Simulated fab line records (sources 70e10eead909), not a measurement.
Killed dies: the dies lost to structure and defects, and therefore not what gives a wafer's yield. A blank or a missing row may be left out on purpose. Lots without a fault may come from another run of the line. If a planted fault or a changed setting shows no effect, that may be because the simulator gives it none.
The tool behind it: which one?	flow nand harc	24 lots with 72 wafers sampled at 6 steps, on a route of 1302 steps

## WHAT EACH GAUGE READ, for each wafer
The record holds no reading of a measuring or inspecting step that can be judged against a usual standard deviation.

## WHAT TOOL EACH LOT RAN ON (gives the tool, then ch and the chambers of the sampled wafers, and finally the start)
lot	NHARC_A_STAIRCASE_TRIM_198	NHARC_A_STAIRCASE_ETCH_201	NHARC_A_STAIRCASE_STRIP_205	NHARC_A_STAIRCASE_DESCUM_252	NHARC_A_STAIRCASE_ETCH_451	NHARC_A_STAIRCASE_DEP_301
L074	rie diel-01 ch 1,3, day 15 19:35 or earlier	rie diel-01 ch 1,2, day 15 19:35 or earlier	plasma asher-01 ch 0,1, day 15 19:35	rie diel-06 ch 0,1,3, day 16 03:55	rie diel-06 ch 0,2,3, day 16 22:44 or earlier	pecvd-02 ch 0,1, day 16 22:44
L075	rie diel-07 ch 0,1, day 16 09:58 or earlier	rie diel-07 ch 0,1,3, day 16 09:58 or earlier	plasma asher-02 ch 0,1, day 16 09:58	rie diel-06 ch 0,1,2, day 16 15:17	rie diel-06 ch 2,3, day 17 13:40 or earlier	pecvd-02 ch 0,1,2, day 17 13:40
L076	rie diel-07 ch 0,1, day 16 13:23 or earlier	rie diel-07 ch 0,1, day 16 13:23 or earlier	plasma asher-01 ch 0,1, day 16 13:23	rie diel-06 ch 1,2,3, day 16 18:40	rie diel-07 ch 0,1,3, day 17 11:50 or earlier	pecvd-02 ch 0,2, day 17 11:50
L077	rie diel-01 ch 0,1,3, day 16 21:12 or earlier	rie diel-01 ch 0,2,3, day 16 21:12 or earlier	plasma asher-02 ch 0,1, day 16 21:12	rie diel-06 ch 1,2,3, day 17 02:17	rie diel-07 ch 0,1,2, day 17 22:15 or earlier	pecvd-02 ch 0,2, day 17 22:15
L078	rie diel-01 ch 0,3, day 17 12:43 or earlier	rie diel-01 ch 0,2,3, day 17 12:43 or earlier	plasma asher-01 ch 0, day 17 12:43	rie diel-01 ch 0,2,3, day 17 18:47	rie diel-01 ch 0,1, day 18 10:48 or earlier	pecvd-04 ch 0,1,2, day 18 10:48
L079	rie diel-06 ch 0,1,3, day 17 19:42 or earlier	rie diel-06 ch 0,1,3, day 17 19:42 or earlier	plasma asher-02 ch 0,1, day 17 19:42	rie diel-06 ch 1,2,3, day 18 00:53	rie diel-07 ch 0,2,3, day 18 15:18 or earlier	pecvd-02 ch 1,2, day 18 15:18
L080	rie diel-07 ch 1,2,3, day 18 03:57 or earlier	rie diel-07 ch 1,3, day 18 03:57 or earlier	plasma asher-01 ch 0,1, day 18 03:57	rie diel-07 ch 0,1, day 18 10:01	rie diel-01 ch 1,2,3, day 19 06:05 or earlier	pecvd-03 ch 0,2, day 19 06:05
L081	rie diel-07 ch 0,2,3, day 18 21:28 or earlier	rie diel-07 ch 0,2,3, day 18 21:28 or earlier	plasma asher-01 ch 0,1, day 18 21:28	rie diel-06 ch 0,1,2, day 19 02:32	rie diel-06 ch 2,3, day 19 22:19 or earlier	pecvd-02 ch 0,1,2, day 19 22:19
L083	rie diel-07 ch 0,2, day 19 11:59 or earlier	rie diel-07 ch 0,2,3, day 19 11:59 or earlier	plasma asher-01 ch 0,1, day 19 11:59	rie diel-07 ch 1,3, day 19 17:08	rie diel-07 ch 2,3, day 20 07:47 or earlier	pecvd-04 ch 0,1,2, day 20 07:47
L082	rie diel-01 ch 1,2, day 19 12:28 or earlier	rie diel-01 ch 2,3, day 19 12:28 or earlier	plasma asher-02 ch 0,1, day 19 12:28	rie diel-07 ch 1,2,3, day 19 17:41	rie diel-06 ch 0,3, day 20 09:48 or earlier	pecvd-04 ch 0,1,2, day 20 09:48
L084	rie diel-01 ch 1,2,3, day 20 10:23 or earlier	rie diel-01 ch 0,3, day 20 10:23 or earlier	plasma asher-02 ch 0,1, day 20 10:23	rie diel-01 ch 0,2,3, day 20 15:42	rie diel-06 ch 2,3, day 21 15:57 or earlier	pecvd-03 ch 0,2, day 21 15:57
L085	rie diel-07 ch 2,3, day 20 10:37 or earlier	rie diel-07 ch 1,2, day 20 10:37 or earlier	plasma asher-01 ch 0,1, day 20 10:37	rie diel-07 ch 3, day 20 16:30	rie diel-01 ch 1,2, day 21 16:24 or earlier	pecvd-04 ch 0,1, day 21 16:24
L087	rie diel-06 ch 0,1,3, day 20 10:57 or earlier	rie diel-06 ch 0,2,3, day 20 10:57 or earlier	plasma asher-02 ch 0,1, day 20 10:57	rie diel-06 ch 0,1, day 20 18:59	rie diel-01 ch 2,3, day 21 19:35 or earlier	pecvd-04 ch 0,1,2, day 21 19:35
L086	rie diel-07 ch 1,3, day 20 16:18	rie diel-07 ch 1,3, day 20 17:32 or earlier	plasma asher-01 ch 0,1, day 20 17:32	rie diel-01 ch 0,2,3, day 21 00:42	rie diel-06 ch 0,1,3, day 22 04:55 or earlier	pecvd-04 ch 1,2, day 22 04:55
L089	rie diel-07 ch 0,1,3, day 21 13:58 or earlier	rie diel-07 ch 0,2,3, day 21 13:58 or earlier	plasma asher-02 ch 0,1, day 21 13:58	rie diel-07 ch 1,2,3, day 21 19:11	rie diel-07 ch 1,2,3, day 22 14:10 or earlier	pecvd-04 ch 0,1,2, day 22 14:10
L088	rie diel-01 ch 1,3, day 21 13:27 or earlier	rie diel-01 ch 0,2,3, day 21 13:27 or earlier	plasma asher-02 ch 0,1, day 21 13:27	rie diel-07 ch 1,3, day 21 18:40	rie diel-07 ch 0,1,2, day 22 11:49 or earlier	pecvd-02 ch 0,1, day 22 11:49
L090	rie diel-01 ch 0,1,3, day 22 19:31 or earlier	rie diel-01 ch 0,2,3, day 22 19:31 or earlier	plasma asher-02 ch 0,1, day 22 19:31	rie diel-06 ch 1,2,3, day 23 01:00	rie diel-07 ch 1,2,3, day 23 18:32 or earlier	pecvd-02 ch 0,2, day 23 18:32
L092	rie diel-01 ch 0,2, day 23 02:18 or earlier	rie diel-01 ch 0,3, day 23 02:18 or earlier	plasma asher-02 ch 0,1, day 23 02:18	rie diel-06 ch 0,2,3, day 23 07:49	rie diel-06 ch 0,1,2, day 24 00:32 or earlier	pecvd-02 ch 0,1, day 24 00:32
L091	rie diel-06 ch 1,3, day 23 02:39 or earlier	rie diel-06 ch 0,2,3, day 23 02:39 or earlier	plasma asher-01 ch 0,1, day 23 02:39	rie diel-01 ch 0,3, day 23 07:56	rie diel-07 ch 1,3, day 23 22:14 or earlier	pecvd-02 ch 0,1,2, day 23 22:14
L094	rie diel-07 ch 0,1,3, day 23 17:46 or earlier	rie diel-07 ch 0,1,2, day 23 17:46 or earlier	plasma asher-01 ch 0,1, day 23 17:46	rie diel-01 ch 0,1,3, day 23 23:41	rie diel-06 ch 0,1,3, day 24 23:50 or earlier	pecvd-02 ch 0,2, day 24 23:50
L093	rie diel-07 ch 0,1,3, day 23 17:52 or earlier	rie diel-07 ch 1,2, day 23 17:52 or earlier	plasma asher-02 ch 0,1, day 23 17:52	rie diel-01 ch 1,3, day 23 23:17	rie diel-06 ch 1,3, day 24 18:53 or earlier	pecvd-02 ch 0,1, day 24 18:53
L096	rie diel-07 ch 0,3, day 24 18:20 or earlier	rie diel-07 ch 0,1,3, day 24 18:20 or earlier	plasma asher-02 ch 0,1, day 24 18:20	rie diel-01 ch 1,2,3, day 24 23:26	rie diel-07 ch 0,2,3, day 25 15:44 or earlier	pecvd-04 ch 0,2, day 25 15:44
L095	rie diel-07 ch 1,3, day 24 23:22 or earlier	rie diel-07 ch 0,1, day 24 23:22 or earlier	plasma asher-01 ch 1, day 24 23:22	rie diel-06 ch 1,2, day 25 04:35	rie diel-07 ch 1,2, day 25 19:07 or earlier	pecvd-03 ch 0,1,2, day 25 19:07
L097	rie diel-06 ch 0,3, day 25 17:25 or earlier	rie diel-06 ch 0,1,3, day 25 17:25 or earlier	plasma asher-02 ch 0, day 25 17:25	rie diel-01 ch 1,2,3, day 25 22:50	rie diel-06 ch 2,3, day 27 02:55 or earlier	pecvd-03 ch 0,2, day 27 02:55
- NHARC_A_STAIRCASE_TRIM_198: chemistry O2, time 211.2 s.
- NHARC_A_STAIRCASE_ETCH_201: etches the open film in C4F8/O2, target depth 100 nm, time 40.5 s.
- NHARC_A_STAIRCASE_STRIP_205: strips in O2.
- NHARC_A_STAIRCASE_DESCUM_252: chemistry O2, time 3 s.
- NHARC_A_STAIRCASE_ETCH_451: etches the open film in CF4/O2, target depth 30 nm, overetch 3 nm, time 16.5 s.
- NHARC_A_STAIRCASE_DEP_301: deposits SiON, target thk 30 nm.

## WHAT THE TOOLS THEMSELVES READ (means of the sampled wafers that have a number; where no wafer has one, the mark that the record gives instead)
NHARC_A_STAIRCASE_TRIM_198. Usual: drypump motor current A 5.6 A, standard deviation 0.38; oes product au 1.000 a.u., standard deviation 0.0095; rf vpp V 57.7 V, standard deviation 0.95; showerhead plenum p Torr 3.53 Torr, standard deviation 0.15; throttle valve pct 17.037 %, standard deviation 0.0084.
lot	tool	drypump motor current A (A)	oes product au (a.u.)	rf vpp V (V)	showerhead plenum p Torr (Torr)	throttle valve pct (%)	flag
L074	rie diel-01	6.1	0.997	56.8	3.44	17.037	
L075	rie diel-07	5.1	1.008	57.0	3.51	17.037	
L076	rie diel-07	5.2	1.016	57.9	3.63	17.038	
L077	rie diel-01	5.8	0.987	57.9	3.46	17.032	
L078	rie diel-01	6.0	1.007	57.3	3.38	17.038	
L079	rie diel-06	5.9	0.998	58.7	3.72	17.040	
L080	rie diel-07	5.6	1.005	58.2	3.56	17.043	
L081	rie diel-07	5.4	0.997	57.3	3.43	17.039	
L083	rie diel-07	5.3	0.993	58.4	3.42	17.036	
L082	rie diel-01	5.8	0.995	57.4	3.53	17.038	
L084	rie diel-01	6.0	1.008	57.9	3.47	17.036	
L085	rie diel-07	5.6	0.989	57.6	3.44	17.045	
L087	rie diel-06	6.0	1.002	58.5	3.71	17.040	
L086	rie diel-07	5.6	0.999	57.2	3.55	17.041	
L089	rie diel-07	5.4	1.000	58.2	3.52	17.040	
L088	rie diel-01	6.0	1.003	57.5	3.42	17.029	
L090	rie diel-01	5.8	0.990	58.3	3.43	17.031	
L092	rie diel-01	5.8	1.003	57.5	3.46	17.042	
L091	rie diel-06	5.9	0.999	58.5	3.73	17.035	
L094	rie diel-07	5.4	0.996	58.4	3.51	17.025	
L093	rie diel-07	5.4	1.001	57.1	3.51	17.039	
L096	rie diel-07	5.3	1.008	56.9	3.38	17.049	
L095	rie diel-07	5.5	0.996	57.9	3.63	17.038	
L097	rie diel-06	6.0	1.003	58.4	3.70	17.035	

NHARC_A_STAIRCASE_ETCH_201. Usual: oes product au 0.944 a.u., standard deviation 0.012; rf vpp V 896 V, standard deviation 5.6.
lot	tool	oes product au (a.u.)	rf vpp V (V)	flag
L074	rie diel-01	0.938	898	
L075	rie diel-07	0.935	897	
L076	rie diel-07	0.959	900	
L077	rie diel-01	0.945	892	
L078	rie diel-01	0.944	893	
L079	rie diel-06	0.948	903	
L080	rie diel-07	0.951	901	
L081	rie diel-07	0.944	893	
L083	rie diel-07	0.936	892	
L082	rie diel-01	0.962	892	
L084	rie diel-01	0.932	890	
L085	rie diel-07	0.939	901	
L087	rie diel-06	0.950	904	
L086	rie diel-07	0.939	897	
L089	rie diel-07	0.949	892	
L088	rie diel-01	0.949	891	
L090	rie diel-01	0.952	891	
L092	rie diel-01	0.947	890	
L091	rie diel-06	0.952	902	
L094	rie diel-07	0.944	895	
L093	rie diel-07	0.944	899	
L096	rie diel-07	0.936	895	
L095	rie diel-07	0.954	898	
L097	rie diel-06	0.947	902	

NHARC_A_STAIRCASE_STRIP_205. Usual: drypump motor current A 5.2 A, standard deviation 0.41; heater power w 327 W, standard deviation 10.
lot	tool	drypump motor current A (A)	heater power w (W)	flag
L074	plasma asher-01	5.1	324	
L075	plasma asher-02	5.2	343	
L076	plasma asher-01	5.1	324	
L077	plasma asher-02	5.6	346	
L078	plasma asher-01	5.0	317	
L079	plasma asher-02	5.3	338	
L080	plasma asher-01	5.0	321	
L081	plasma asher-01	5.0	327	
L083	plasma asher-01	5.0	324	
L082	plasma asher-02	5.2	328	
L084	plasma asher-02	5.6	322	
L085	plasma asher-01	5.0	324	
L087	plasma asher-02	5.6	333	
L086	plasma asher-01	5.0	326	
L089	plasma asher-02	5.6	332	
L088	plasma asher-02	5.2	328	
L090	plasma asher-02	5.2	329	
L092	plasma asher-02	5.6	329	
L091	plasma asher-01	5.0	324	
L094	plasma asher-01	5.0	324	
L093	plasma asher-02	5.6	325	
L096	plasma asher-02	5.3	325	
L095	plasma asher-01	5.1	326	
L097	plasma asher-02	5.9	329	

NHARC_A_STAIRCASE_DESCUM_252. Usual: drypump motor current A 5.7 A, standard deviation 0.36; oes product au 1.000 a.u., standard deviation 0.011; rf vpp V 57.8 V, standard deviation 0.99; showerhead plenum p Torr 1.94 Torr, standard deviation 0.092; throttle valve pct 11.311 %, standard deviation 0.0087.
lot	tool	drypump motor current A (A)	oes product au (a.u.)	rf vpp V (V)	showerhead plenum p Torr (Torr)	throttle valve pct (%)	flag
L074	rie diel-06	5.9	1.003	57.7	2.03	11.317	
L075	rie diel-06	5.8	1.000	58.0	2.03	11.315	
L076	rie diel-06	5.6	0.990	59.0	2.05	11.303	
L077	rie diel-06	5.6	0.995	58.5	2.05	11.311	
L078	rie diel-01	5.8	1.007	57.7	1.86	11.322	
L079	rie diel-06	5.6	0.993	58.4	2.05	11.307	
L080	rie diel-07	5.1	1.004	58.1	1.90	11.311	
L081	rie diel-06	5.8	0.995	58.4	2.03	11.318	
L083	rie diel-07	5.5	0.998	58.2	1.98	11.321	
L082	rie diel-07	5.5	1.002	57.4	1.93	11.315	
L084	rie diel-01	5.9	1.001	57.1	1.85	11.312	
L085	rie diel-07	5.8	0.997	56.5	1.87	11.307	
L087	rie diel-06	6.1	0.998	58.3	2.00	11.315	
L086	rie diel-01	5.9	1.009	57.3	1.85	11.307	
L089	rie diel-07	5.5	1.001	57.4	1.92	11.308	
L088	rie diel-07	5.7	0.997	57.5	1.93	11.313	
L090	rie diel-06	5.6	0.992	57.7	2.04	11.313	
L092	rie diel-06	5.8	1.011	57.7	2.02	11.311	
L091	rie diel-01	5.9	0.988	56.9	1.81	11.305	
L094	rie diel-01	5.8	0.992	57.4	1.85	11.311	
L093	rie diel-01	5.8	1.000	57.8	1.88	11.318	
L096	rie diel-01	6.0	0.989	57.3	1.87	11.309	
L095	rie diel-06	5.6	0.997	57.9	2.02	11.309	
L097	rie diel-01	5.9	0.992	58.4	1.87	11.313	

NHARC_A_STAIRCASE_ETCH_451. Usual: drypump motor current A 5.6 A, standard deviation 0.35; oes product au 0.999 a.u., standard deviation 0.0096; rf vpp V 198.3 V, standard deviation 1.6; showerhead plenum p Torr 1.36 Torr, standard deviation 0.062; throttle valve pct 13.396 %, standard deviation 0.0093.
lot	tool	drypump motor current A (A)	oes product au (a.u.)	rf vpp V (V)	showerhead plenum p Torr (Torr)	throttle valve pct (%)	flag
L074	rie diel-06	5.8	1.002	200.7	1.42	13.395	
L075	rie diel-06	5.5	0.995	200.2	1.44	13.380	
L076	rie diel-07	5.4	1.004	197.7	1.34	13.389	
L077	rie diel-07	5.3	0.998	198.2	1.34	13.394	
L078	rie diel-01	5.4	0.999	196.4	1.31	13.399	
L079	rie diel-07	5.4	0.995	196.8	1.30	13.398	
L080	rie diel-01	5.9	1.000	197.5	1.32	13.387	
L081	rie diel-06	5.6	0.992	199.4	1.43	13.387	
L083	rie diel-07	5.7	0.989	197.2	1.31	13.401	
L082	rie diel-06	5.9	1.013	200.4	1.42	13.402	
L084	rie diel-06	5.7	0.999	200.2	1.42	13.392	
L085	rie diel-01	5.8	1.006	197.4	1.34	13.400	
L087	rie diel-01	6.0	1.006	197.1	1.31	13.406	
L086	rie diel-06	5.9	0.996	199.4	1.41	13.393	
L089	rie diel-07	5.5	1.002	198.2	1.34	13.396	
L088	rie diel-07	5.3	1.010	197.8	1.33	13.396	
L090	rie diel-07	5.5	0.991	198.1	1.34	13.398	
L092	rie diel-06	5.7	0.991	199.1	1.41	13.392	
L091	rie diel-07	5.6	0.991	197.2	1.34	13.405	
L094	rie diel-06	5.9	1.005	198.9	1.40	13.399	
L093	rie diel-06	5.8	1.004	199.1	1.41	13.394	
L096	rie diel-07	5.4	0.997	197.1	1.29	13.406	
L095	rie diel-07	5.4	1.002	198.1	1.34	13.390	
L097	rie diel-06	5.5	0.993	200.0	1.42	13.395	

NHARC_A_STAIRCASE_DEP_301. Usual: heater power w 735 W, standard deviation 78; showerhead vpp V 1165 V, standard deviation 52.
lot	tool	heater power w (W)	showerhead vpp V (V)	flag
L074	pecvd-02	726	1118	
L075	pecvd-02	706	1166	
L076	pecvd-02	803	1180	
L077	pecvd-02	812	1175	
L078	pecvd-04	735	1129	
L079	pecvd-02	669	1157	
L080	pecvd-03	731	1198	
L081	pecvd-02	766	1160	
L083	pecvd-04	733	1149	
L082	pecvd-04	723	1137	
L084	pecvd-03	771	1213	
L085	pecvd-04	741	1139	
L087	pecvd-04	723	1146	
L086	pecvd-04	741	1104	
L089	pecvd-04	726	1151	
L088	pecvd-02	789	1140	
L090	pecvd-02	811	1206	
L092	pecvd-02	812	1137	
L091	pecvd-02	711	1160	
L094	pecvd-02	781	1211	
L093	pecvd-02	746	1135	
L096	pecvd-04	667	1176	
L095	pecvd-03	748	1218	
L097	pecvd-03	754	1212	

## THE ANSWER, worked out from the rows above alone
Rule: take the mean of a lot's wafers that have a number; if it is more than 3 standard deviations from the usual mean, the lot is off. Also off: a lot with no number at a reading for which 4 or more lots have one. All remaining lots with rows at the step are treated as sound. The gauges are gone through in route order, then the tools' own readings, and for those a lot's mean is taken as printed above. At the first step where some lot is off, the reading lying furthest off is the one used; lots without a number count as furthest.
Nothing can be told from this: no lot is off at any reading shown.

## WHAT THE SIMULATOR HAD INSERTED
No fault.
